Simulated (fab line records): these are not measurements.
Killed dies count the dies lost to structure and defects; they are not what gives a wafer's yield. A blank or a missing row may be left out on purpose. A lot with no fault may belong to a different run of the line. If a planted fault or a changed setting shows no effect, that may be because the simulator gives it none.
Which tool is to blame?    flow nandHarc    72 wafers from 24 lots sampled at 6 of the route's 1302 steps

## WHAT THE GAUGES SHOWED, per wafer
NHARC_P_M0_OVL_MEAS_10: pitch 180 nm. Usual: overlayXNm -0.2 nm, standard deviation 0.85; overlayYNm -0.2 nm, standard deviation 0.69.
lot   measured      on          overlayXNm (nm)  overlayYNm (nm)  flag
L074  day 6 11:01   overlay-02  -0.6 -0.4 -0.5   0.2 -0.2 0.2     
L075  day 6 13:20   overlay-01  1.1 0.6 0.4      0.0 -0.1 -0.1    
L076  day 6 21:10   overlay-02  0.4 0.6 0.3      -0.3 0.3 0.1     
L077  day 7 05:47   overlay-01  -1.0 -1.2 -1.1   -0.2 -1.0 -0.4   
L078  day 7 15:38   overlay-02  -0.2 -0.6 0.6    1.3 1.8 0.9      
L079  day 8 11:14   overlay-02  1.5 1.1 1.5      -0.8 -0.9 -0.4   
L080  day 8 15:26   overlay-01  0.0 0.2 1.0      -0.4 -0.3 0.2    
L081  day 8 22:16   overlay-01  -1.9 -2.0 -2.0   0.1 0.5 1.2      
L082  day 9 14:19   overlay-02  -0.3 -0.8 -0.8   -0.6 -0.3 -0.4   
L083  day 9 23:11   overlay-02  -1.5 -2.0 -1.9   0.0 0.1 -0.8     
L084  day 10 09:42  overlay-02  -0.9 -1.3 -1.2   -0.9 -0.7 -0.8   
L085  day 10 16:14  overlay-01  0.5 0.6 0.7      0.1 0.3 0.2      
L086  day 10 22:04  overlay-01  -0.4 -1.2 -0.7   0.7 -0.4 0.2     
L087  day 11 08:56  overlay-01  -0.1 -0.2 0.4    -1.3 -1.2 -1.1   
L088  day 12 02:33  overlay-02  0.2 0.2 0.1      0.8 0.8 0.0      
L089  day 12 14:50  overlay-02  0.6 0.8 1.1      0.5 0.3 0.2      
L090  day 12 22:16  overlay-01  -1.1 -0.9 -0.6   -0.5 -0.3 -0.1   
L091  day 13 02:11  overlay-01  -0.3 0.0 -0.6    -1.5 -1.3 -0.5   
L092  day 13 13:25  overlay-01  -0.9 -0.6 -0.7   -0.2 0.2 0.0     
L093  day 13 23:48  overlay-01  0.5 -0.1 0.1     0.1 0.0 0.4      
L094  day 14 07:40  overlay-01  -0.5 -0.1 -0.2   -0.9 -0.8 -0.8   
L095  day 14 16:56  overlay-01  1.1 0.5 0.4      0.3 0.8 0.7      
L096  day 15 03:27  overlay-01  0.1 -0.2 -0.1    -1.3 -1.5 -2.2   
L097  day 15 17:18  overlay-01  0.8 0.7 0.5      0.4 -0.3 0.0     

NHARC_P_M0_INSPECT_27. Usual: rawDefectCount 280, standard deviation 110.
lot   measured      on                rawDefectCount  flag
L074  day 6 13:35   defectInspect-01  192 189 388     
L075  day 6 15:55   defectInspect-02  124 307 320     
L076  day 6 23:45   defectInspect-02  365 412 340     
L077  day 7 08:32   defectInspect-02  363 333 342     
L078  day 7 18:16   defectInspect-01  283 523 423     
L079  day 8 14:08   defectInspect-02  301 376 280     
L080  day 8 18:02   defectInspect-01  237 337 481     
L081  day 9 00:50   defectInspect-02  178 242 140     
L082  day 9 16:53   defectInspect-01  265 195 300     
L083  day 10 02:07  defectInspect-01  185 98 167      
L084  day 10 12:17  defectInspect-02  187 258 230     
L085  day 10 18:50  defectInspect-01  312 270 216     
L086  day 11 00:40  defectInspect-01  118 170 147     
L087  day 11 11:53  defectInspect-01  201 533 297     
L088  day 12 05:17  defectInspect-01  295 195 269     
L089  day 12 17:23  defectInspect-02  235 370 302     
L090  day 13 00:49  defectInspect-02  342 207 268     
L091  day 13 04:44  defectInspect-02  188 466 283     
L092  day 13 16:22  defectInspect-02  305 492 512     
L093  day 14 02:23  defectInspect-01  241 276 272     
L094  day 14 10:17  defectInspect-02  133 135 215     
L095  day 14 19:31  defectInspect-01  350 342 232     
L096  day 15 06:02  defectInspect-02  343 350 471     
L097  day 15 19:55  defectInspect-01  194 199 190     

NHARC_P_M1_OVL_MEAS_10: pitch 260 nm. Usual: overlayXNm -0.2 nm, standard deviation 0.77; overlayYNm -0.1 nm, standard deviation 0.67.
lot   measured      on          overlayXNm (nm)  overlayYNm (nm)  flag
L074  day 6 14:56   overlay-02  -1.6 -1.2 -0.8   -0.5 -1.0 -1.4   
L075  day 6 17:23   overlay-01  0.3 0.2 -0.3     -0.3 -0.2 -0.3   
L076  day 7 01:13   overlay-02  0.3 0.9 0.5      -0.7 -0.3 -0.6   
L077  day 7 09:53   overlay-02  -0.9 -0.8 -0.9   0.4 0.4 0.4      
L078  day 7 19:37   overlay-01  -1.1 -0.2 -0.9   0.2 0.4 0.5      
L079  day 8 15:36   overlay-02  -0.2 -0.6 -0.5   -0.1 0.2 0.2     
L080  day 8 19:31   overlay-02  -0.5 -0.5 -0.8   1.3 0.7 1.5      
L081  day 9 02:11   overlay-01  -0.9 -1.7 -1.3   -0.4 -0.6 -0.3   
L082  day 9 18:22   overlay-02  0.1 0.2 0.7      -0.6 -0.8 -1.0   
L083  day 10 03:29  overlay-02  -0.3 0.0 -0.7    1.3 0.9 1.2      
L084  day 10 13:38  overlay-02  -2.0 -1.9 -2.0   0.5 0.1 0.8      
L085  day 10 20:19  overlay-01  0.0 0.3 0.0      0.0 0.3 -0.5     
L086  day 11 02:09  overlay-01  -0.3 -0.5 -0.5   -1.0 -1.6 -1.2   
L087  day 11 13:23  overlay-02  0.2 0.5 0.1      -1.0 -1.2 -0.9   
L088  day 12 06:56  overlay-01  0.9 1.3 0.8      -0.3 -0.5 -0.6   
L089  day 12 18:52  overlay-01  1.2 1.5 1.1      -0.2 -0.4 -0.3   
L090  day 13 02:19  overlay-02  -0.2 -0.2 0.1    -1.1 -0.4 -0.2   
L091  day 13 06:05  overlay-01  0.7 0.5 0.4      -1.5 -1.0 -1.0   
L092  day 13 17:51  overlay-02  -0.8 -0.2 -0.4   0.0 -0.1 0.4     
L093  day 14 03:50  overlay-02  0.4 1.2 0.7      0.5 0.6 0.6      
L094  day 14 12:00  overlay-02  0.1 0.2 -0.1     0.7 0.4 1.4      
L095  day 14 21:00  overlay-02  0.4 0.5 -0.4     0.1 -0.6 -0.2    
L096  day 15 07:31  overlay-01  -0.7 0.0 -0.5    0.1 -0.1 -0.1    
L097  day 15 21:24  overlay-01  0.2 0.1 0.8      -0.5 -0.2 -0.4   

NHARC_P_BONDPAD_CD_MEAS_09: target cd 500 nm. Usual: cdNm 500.1 nm, standard deviation 1.8.
lot   measured      on        cdNm (nm)          flag
L074  day 6 23:30   cdSem-02  499.9 494.3 498.2  
L075  day 7 02:07   cdSem-02  501.4 503.8 501.5  
L076  day 7 09:59   cdSem-02  500.0 497.7 498.3  
L077  day 7 18:19   cdSem-02  502.5 499.8 500.9  
L078  day 8 04:06   cdSem-02  503.1 502.3 500.3  
L079  day 9 00:25   cdSem-02  500.7 499.3 500.1  
L080  day 9 03:52   cdSem-03  500.3 496.8 500.7  
L081  day 9 10:55   cdSem-02  499.2 499.8 502.0  
L082  day 10 03:10  cdSem-01  502.0 500.0 501.4  
L083  day 10 11:52  cdSem-01  501.0 502.2 499.8  
L084  day 10 22:23  cdSem-02  499.9 500.1 498.9  
L085  day 11 05:04  cdSem-02  499.1 498.6 499.1  
L086  day 11 10:55  cdSem-02  500.9 500.5 502.8  
L087  day 11 21:50  cdSem-03  497.1 499.4 496.3  
L088  day 12 15:53  cdSem-03  498.4 501.2 499.4  
L089  day 13 03:31  cdSem-03  499.4 498.5 502.7  
L090  day 13 10:55  cdSem-03  499.7 502.3 499.8  
L091  day 13 15:18  cdSem-01  499.3 498.1 502.1  
L092  day 14 02:25  cdSem-03  501.1 500.8 500.9  
L093  day 14 13:00  cdSem-02  503.1 502.1 501.6  
L094  day 14 20:43  cdSem-01  504.2 503.8 501.8  
L095  day 15 05:30  cdSem-02  499.5 502.0 497.9  
L096  day 15 15:58  cdSem-03  500.8 503.0 499.8  
L097  day 16 05:49  cdSem-01  500.1 503.3 501.4  

## TOOL THAT RAN EACH LOT (tool first, then ch and the chambers of the sampled wafers, then the start)
lot   NHARC_P_M0_CMP_23              NHARC_P_M1_PVD_21
L074  cmp-04 ch 1,2,3, day 6 13:10   pvdSputter-01, day 6 23:30 or earlier
L075  cmp-01 ch 0,1,3, day 6 15:30   pvdSputter-02, day 7 02:07 or earlier
L076  cmp-01 ch 0,2,3, day 6 23:16   pvdSputter-01, day 7 09:59 or earlier
L077  cmp-01 ch 2,3, day 7 08:04     pvdSputter-01, day 7 18:19 or earlier
L078  cmp-03 ch 0,1,3, day 7 17:49   pvdSputter-03, day 8 04:06 or earlier
L079  cmp-01 ch 0,1, day 8 13:40     pvdSputter-03, day 9 00:25 or earlier
L080  cmp-03 ch 0,1,2, day 8 17:34   pvdSputter-03, day 9 03:52 or earlier
L081  cmp-01 ch 0,1, day 9 00:22     pvdSputter-01, day 9 10:55 or earlier
L082  cmp-04 ch 1,2,3, day 9 16:26   pvdSputter-02, day 10 03:10 or earlier
L083  cmp-01 ch 0,2,3, day 10 01:39  pvdSputter-02, day 10 11:52 or earlier
L084  cmp-03 ch 0,1, day 10 11:50    pvdSputter-02, day 10 22:23 or earlier
L085  cmp-01 ch 0,2,3, day 10 18:23  pvdSputter-01, day 11 05:04 or earlier
L086  cmp-01 ch 0,2,3, day 11 00:11  pvdSputter-02, day 11 10:55 or earlier
L087  cmp-04 ch 2,3, day 11 11:26    pvdSputter-02, day 11 21:50 or earlier
L088  cmp-03 ch 0,1,3, day 12 04:49  pvdSputter-01, day 12 15:53 or earlier
L089  cmp-01 ch 1,2, day 12 16:57    pvdSputter-01, day 13 03:31 or earlier
L090  cmp-03 ch 0,1, day 13 00:21    pvdSputter-01, day 13 10:55 or earlier
L091  cmp-03 ch 2,3, day 13 04:17    pvdSputter-01, day 13 15:18 or earlier
L092  cmp-01 ch 0,2,3, day 13 15:54  pvdSputter-01, day 14 02:25 or earlier
L093  cmp-03 ch 0,1, day 14 01:55    pvdSputter-01, day 14 13:00 or earlier
L094  cmp-01 ch 0,1, day 14 09:49    pvdSputter-01, day 14 20:43 or earlier
L095  cmp-04 ch 1,2,3, day 14 19:04  pvdSputter-01, day 15 05:30 or earlier
L096  cmp-04 ch 1,2, day 15 05:35    pvdSputter-02, day 15 15:58 or earlier
L097  cmp-04 ch 0,2, day 15 19:27    pvdSputter-01, day 16 05:49 or earlier
- NHARC_P_M0_CMP_23: polishes, t overpolish 20 s, target thk 117.54 nm.
- NHARC_P_M1_PVD_21: deposits Cu, target thk 30 nm, time 20.49 s.

## AS READ BY THE TOOLS THEMSELVES (means over the sampled wafers that have a number; for cases with no such wafer, the mark the record gives instead)
NHARC_P_M0_CMP_23. Usual: motorCurrentA 11.3 A, standard deviation 1.3; timeToEndpointS 28.8 s, standard deviation 2.8.
lot   tool    motorCurrentA (A)  timeToEndpointS (s)  flag
L074  cmp-04  12.3               26.2                 
L075  cmp-01  9.9                30.3                 
L076  cmp-01  10.5               32.2                 
L077  cmp-01  10.8               31.8                 
L078  cmp-03  12.4               30.9                 
L079  cmp-01  9.7                26.9                 
L080  cmp-03  12.6               29.6                 
L081  cmp-01  9.7                23.7                 
L082  cmp-04  12.1               24.9                 
L083  cmp-01  10.3               29.4                 
L084  cmp-03  12.0               28.3                 
L085  cmp-01  10.3               29.5                 
L086  cmp-01  10.6               31.0                 
L087  cmp-04  12.9               25.4                 
L088  cmp-03  12.2               30.4                 
L089  cmp-01  10.6               32.9                 
L090  cmp-03  12.7               26.6                 
L091  cmp-03  11.8               27.4                 
L092  cmp-01  10.1               31.0                 
L093  cmp-03  12.4               30.1                 
L094  cmp-01  9.8                29.0                 
L095  cmp-04  12.3               24.9                 
L096  cmp-04  12.4               30.1                 
L097  cmp-04  13.5               28.4                 

NHARC_P_M1_PVD_21. Usual: substrateTempC 30.02 C, standard deviation 0.11; throttleValvePct 30.3 %, standard deviation 1.1.
lot   tool           substrateTempC (C)  throttleValvePct (%)  flag
L074  pvdSputter-01  30.04               30.4                  
L075  pvdSputter-02  29.95               30.6                  
L076  pvdSputter-01  29.94               30.5                  
L077  pvdSputter-01  30.12               30.4                  
L078  pvdSputter-03  30.18               29.5                  
L079  pvdSputter-03  30.04               30.3                  
L080  pvdSputter-03  29.94               29.4                  
L081  pvdSputter-01  30.02               29.6                  
L082  pvdSputter-02  30.08               30.9                  
L083  pvdSputter-02  29.99               31.3                  
L084  pvdSputter-02  30.11               31.4                  
L085  pvdSputter-01  30.04               30.1                  
L086  pvdSputter-02  30.06               31.3                  
L087  pvdSputter-02  29.96               30.5                  
L088  pvdSputter-01  30.08               29.6                  
L089  pvdSputter-01  30.02               29.8                  
L090  pvdSputter-01  30.01               28.9                  
L091  pvdSputter-01  29.92               29.9                  
L092  pvdSputter-01  30.09               30.4                  
L093  pvdSputter-01  29.94               29.6                  
L094  pvdSputter-01  29.99               29.7                  
L095  pvdSputter-01  29.91               29.7                  
L096  pvdSputter-02  29.92               31.4                  
L097  pvdSputter-01  30.00               29.9                  

## THE ANSWER, worked out from the rows above alone
Rule: lot off if the mean of its wafers having a number is beyond 3 standard deviations from the usual mean. A lot without any number at a reading at which 4 lots or more have one is off too. All remaining lots with rows at the step are treated as sound. First the gauges in route order, then the tools' own readings, where a lot's mean is used as printed above. The first step at which some lot is off is used, and at that step the reading that is off furthest; a lot without a number counts as furthest.
Nothing can be told from this: no lot is off at any reading shown.

## WHAT THE SIMULATOR PUT IN
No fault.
